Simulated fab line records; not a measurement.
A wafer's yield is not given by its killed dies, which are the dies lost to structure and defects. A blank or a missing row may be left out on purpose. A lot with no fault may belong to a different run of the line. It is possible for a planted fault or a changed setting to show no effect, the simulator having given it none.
Split-lot trial || flow n5_finfet || on a route of 1938 steps: 7 lots, 21 wafers read

SPLIT DETAILS
At N5_BEOL_M10_COAT_22 (resist thk 90 nm), the setting spin_rpm was moved away from the recipe's 1500 rpm on 7 of the 21 wafers read, by -7.2% to +5.6%. For the rest of the wafers, this setting stayed at what the recipe calls for.

FROM THE SPLIT TO THE READING: what the file shows between them, 4 steps
- N5_BEOL_M10_EXPOSE_25: exposes mask V9 (also split here: dose_mj)
- N5_BEOL_M10_PEB_26: peb time 60 s
- N5_BEOL_M10_DEVELOP_27: develop time 30 s
- N5_BEOL_M10_CD_MEAS_28: target cd 70 nm

THE READING
CAR-ArF_of_BEOL_M10_COAT_22.thk_nm (the simulator's own value, which no gauge read), in nm, at N5_BEOL_M10_DESCUM_33 (chemistry O2, time 7.9 s). The file gives no usual value for it. Average 83.5 nm, standard deviation 0.18 nm, over the 14 wafers here run with the recipe.

{"wafer": "L076.1", "tool, chamber at the split": "litho_track-03, 0", "spin_rpm as run, rpm": 1500, "against the recipe": "recipe", "CAR-ArF_of_BEOL_M10_COAT_22.thk_nm, nm": 83.4, "against lot-mates on the recipe": "-"}
{"wafer": "L076.6", "tool, chamber at the split": "litho_track-03, 0", "spin_rpm as run, rpm": 1500, "against the recipe": "recipe", "CAR-ArF_of_BEOL_M10_COAT_22.thk_nm, nm": 83.4, "against lot-mates on the recipe": "-"}
{"wafer": "L076.3", "tool, chamber at the split": "litho_track-03, 0", "spin_rpm as run, rpm": 1500, "against the recipe": "recipe", "CAR-ArF_of_BEOL_M10_COAT_22.thk_nm, nm": 83.2, "against lot-mates on the recipe": "-"}
{"wafer": "L078.2", "tool, chamber at the split": "litho_track-01, 0", "spin_rpm as run, rpm": 1500, "against the recipe": "recipe", "CAR-ArF_of_BEOL_M10_COAT_22.thk_nm, nm": 83.8, "against lot-mates on the recipe": "-"}
{"wafer": "L078.3", "tool, chamber at the split": "litho_track-01, 0", "spin_rpm as run, rpm": 1500, "against the recipe": "recipe", "CAR-ArF_of_BEOL_M10_COAT_22.thk_nm, nm": 83.4, "against lot-mates on the recipe": "-"}
{"wafer": "L078.6", "tool, chamber at the split": "litho_track-01, 0", "spin_rpm as run, rpm": 1500, "against the recipe": "recipe", "CAR-ArF_of_BEOL_M10_COAT_22.thk_nm, nm": 83.6, "against lot-mates on the recipe": "-"}
{"wafer": "L080.1", "tool, chamber at the split": "litho_track-02, 0", "spin_rpm as run, rpm": 1500, "against the recipe": "recipe", "CAR-ArF_of_BEOL_M10_COAT_22.thk_nm, nm": 83.4, "against lot-mates on the recipe": "-"}
{"wafer": "L080.6", "tool, chamber at the split": "litho_track-02, 0", "spin_rpm as run, rpm": 1500, "against the recipe": "recipe", "CAR-ArF_of_BEOL_M10_COAT_22.thk_nm, nm": 83.4, "against lot-mates on the recipe": "-"}
{"wafer": "L080.5", "tool, chamber at the split": "litho_track-02, 0", "spin_rpm as run, rpm": 1500, "against the recipe": "recipe", "CAR-ArF_of_BEOL_M10_COAT_22.thk_nm, nm": 83.6, "against lot-mates on the recipe": "-"}
{"wafer": "L085.1", "tool, chamber at the split": "litho_track-01, 0", "spin_rpm as run, rpm": 1500, "against the recipe": "recipe", "CAR-ArF_of_BEOL_M10_COAT_22.thk_nm, nm": 83.2, "against lot-mates on the recipe": "-"}
{"wafer": "L085.2", "tool, chamber at the split": "litho_track-01, 0", "spin_rpm as run, rpm": 1584, "against the recipe": "+5.6%", "CAR-ArF_of_BEOL_M10_COAT_22.thk_nm, nm": 80.6, "against lot-mates on the recipe": -2.6}
{"wafer": "L085.4", "tool, chamber at the split": "litho_track-01, 0", "spin_rpm as run, rpm": 1584, "against the recipe": "+5.6%", "CAR-ArF_of_BEOL_M10_COAT_22.thk_nm, nm": 80.6, "against lot-mates on the recipe": -2.6}
{"wafer": "L086.1", "tool, chamber at the split": "litho_track-02, 0", "spin_rpm as run, rpm": 1419, "against the recipe": "-5.4%", "CAR-ArF_of_BEOL_M10_COAT_22.thk_nm, nm": 86.2, "against lot-mates on the recipe": "+2.6"}
{"wafer": "L086.4", "tool, chamber at the split": "litho_track-02, 0", "spin_rpm as run, rpm": 1500, "against the recipe": "recipe", "CAR-ArF_of_BEOL_M10_COAT_22.thk_nm, nm": 83.6, "against lot-mates on the recipe": "-"}
{"wafer": "L086.6", "tool, chamber at the split": "litho_track-02, 0", "spin_rpm as run, rpm": 1419, "against the recipe": "-5.4%", "CAR-ArF_of_BEOL_M10_COAT_22.thk_nm, nm": 86, "against lot-mates on the recipe": "+2.4"}
{"wafer": "L093.2", "tool, chamber at the split": "litho_track-01, 0", "spin_rpm as run, rpm": 1392, "against the recipe": "-7.2%", "CAR-ArF_of_BEOL_M10_COAT_22.thk_nm, nm": 87.2, "against lot-mates on the recipe": "no lot-mate on the recipe"}
{"wafer": "L093.5", "tool, chamber at the split": "litho_track-01, 0", "spin_rpm as run, rpm": 1392, "against the recipe": "-7.2%", "CAR-ArF_of_BEOL_M10_COAT_22.thk_nm, nm": 87.2, "against lot-mates on the recipe": "no lot-mate on the recipe"}
{"wafer": "L093.6", "tool, chamber at the split": "litho_track-01, 0", "spin_rpm as run, rpm": 1392, "against the recipe": "-7.2%", "CAR-ArF_of_BEOL_M10_COAT_22.thk_nm, nm": 87, "against lot-mates on the recipe": "no lot-mate on the recipe"}
{"wafer": "L094.1", "tool, chamber at the split": "litho_track-01, 0", "spin_rpm as run, rpm": 1500, "against the recipe": "recipe", "CAR-ArF_of_BEOL_M10_COAT_22.thk_nm, nm": 83.6, "against lot-mates on the recipe": "-"}
{"wafer": "L094.4", "tool, chamber at the split": "litho_track-01, 0", "spin_rpm as run, rpm": 1500, "against the recipe": "recipe", "CAR-ArF_of_BEOL_M10_COAT_22.thk_nm, nm": 83.4, "against lot-mates on the recipe": "-"}
{"wafer": "L094.6", "tool, chamber at the split": "litho_track-01, 0", "spin_rpm as run, rpm": 1500, "against the recipe": "recipe", "CAR-ArF_of_BEOL_M10_COAT_22.thk_nm, nm": 83.8, "against lot-mates on the recipe": "-"}

FIT RESULTS
A straight line over all 21 wafers: CAR-ArF_of_BEOL_M10_COAT_22.thk_nm changes by -0.505 nm for each +1% of spin_rpm; r = -1.00; the points scatter about the line by 0.17 nm.
The same after taking each lot's own level away (the mean of its wafers on the recipe; 18 wafers): -0.464 nm for each +1%; r = -1.00; scatter 0.12 nm.
The reading moves by 3.3 nm for the largest change in spin_rpm, on that fit.
Across the lots, their own levels run from 83.20 to 83.60 nm, a range of 2.2 times the standard deviation given above.
Hence the lot-to-lot level has little effect on the slope; both slopes agree.
Check: with one of the wafers moved furthest among these (+5.6%) left out of the fit, the line predicts -2.6 nm for it against its lot-mates. It came out at -2.6 nm against them.

THESE WAFERS: OTHER SPLITS
These wafers also went through other splits before the reading. Each is held against what the fit with the lots' levels taken away leaves over:
{"other split on the same wafers": "N5_BEOL_M8_DEVELOP_10 develop_time_s", "wafers away from the commonest value": 8, "r with CAR-ArF_of_BEOL_M10_COAT_22.thk_nm (lot level and that fit taken away)": -0.02}
{"other split on the same wafers": "N5_BEOL_M10_EXPOSE_25 dose_mj", "wafers away from the commonest value": 5, "r with CAR-ArF_of_BEOL_M10_COAT_22.thk_nm (lot level and that fit taken away)": -0.14}

THE WHOLE CHAIN: every reading that the file lists as answering this split, in the file's order
{"step": "N5_BEOL_M10_COAT_22", "what it does": "resist thk 90 nm", "reading": "CAR-ArF_of_BEOL_M10_COAT_22.thk_nm (the simulator's own value, which no gauge read)", "change (the file's fit)": "-0.473 nm for each +1% of the setting", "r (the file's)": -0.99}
{"step": "N5_BEOL_M10_DEVELOP_27", "what it does": "develop time 30 s", "reading": "CAR-ArF_of_BEOL_M10_COAT_22.thk_nm (the simulator's own value, which no gauge read)", "change (the file's fit)": "-0.454 nm for each +1% of the setting", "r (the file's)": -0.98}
{"step": "N5_BEOL_M10_DESCUM_33", "what it does": "chemistry O2, time 7.9 s", "reading": "CAR-ArF_of_BEOL_M10_COAT_22.thk_nm (the simulator's own value, which no gauge read)", "change (the file's fit)": "-0.464 nm for each +1% of the setting", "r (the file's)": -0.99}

FILE'S OWN FIT
CAR-ArF_of_BEOL_M10_COAT_22.thk_nm changes by -0.464 nm for each +1% of spin_rpm, r = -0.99.
